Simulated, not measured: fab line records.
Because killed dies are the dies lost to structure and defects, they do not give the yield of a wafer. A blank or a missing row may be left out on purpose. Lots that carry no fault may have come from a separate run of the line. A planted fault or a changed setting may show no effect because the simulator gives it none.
Which tool was responsible? | flow nand-harc | 12 lots, 36 wafers sampled, at 1 step of a route of 1302

== WHAT THE GAUGES READ, wafer by wafer ==
NHARC_A_CONTACT_OVL_MEAS_09.
lot  | measured     | on         | overlay-x-nm (nm)
L075 | day 22 21:10 | overlay-01 | 1.7 1.4 1.2
L078 | day 23 14:47 | overlay-02 | -0.8 -0.3 -0.5
L080 | day 24 18:50 | overlay-02 | -0.6 -0.6 -0.7
L081 | day 25 09:36 | overlay-01 | 0.4 -0.2 1.0
L083 | day 25 19:40 | overlay-01 | -0.3 0.2 -0.3
L085 | day 26 17:37 | overlay-02 | 0.8 1.0 1.2
L087 | day 27 05:29 | overlay-02 | -0.7 -1.6 -1.0
L089 | day 28 02:55 | overlay-01 | 0.6 0.1 0.6
L091 | day 29 02:30 | overlay-01 | -2.3 -2.4 -2.2
L093 | day 30 05:04 | overlay-02 | 0.6 0.7 0.3
L095 | day 31 01:19 | overlay-02 | 0.3 0.4 0.6
L097 | day 31 16:49 | overlay-02 | -0.4 0.0 -0.5

== WHICH TOOL RAN EACH LOT (tool, then ch and the chambers of the sampled wafers, then the start) ==
Before these readings, the record contains no process step.

== THE ANSWER, worked out from the rows above alone ==
Rule: usual is defined by the lots themselves. Put in order of their means at a reading, lots are off if they are a third of the lots or fewer, leave a main group of 4 or more, and stand apart from it by a gap of 3 or more times the standard deviation of the main group's means; of several such gaps the widest counts. A main group whose means are all the same, to the digits that the tables above print for the reading, isn't used. Also off: a lot with no number at a reading for which 4 or more lots have one. The other lots that the step has rows for count as sound.
Nothing can be told from this: no lot is off at any reading shown.

== WHAT HAD BEEN PUT IN BY THE SIMULATOR ==
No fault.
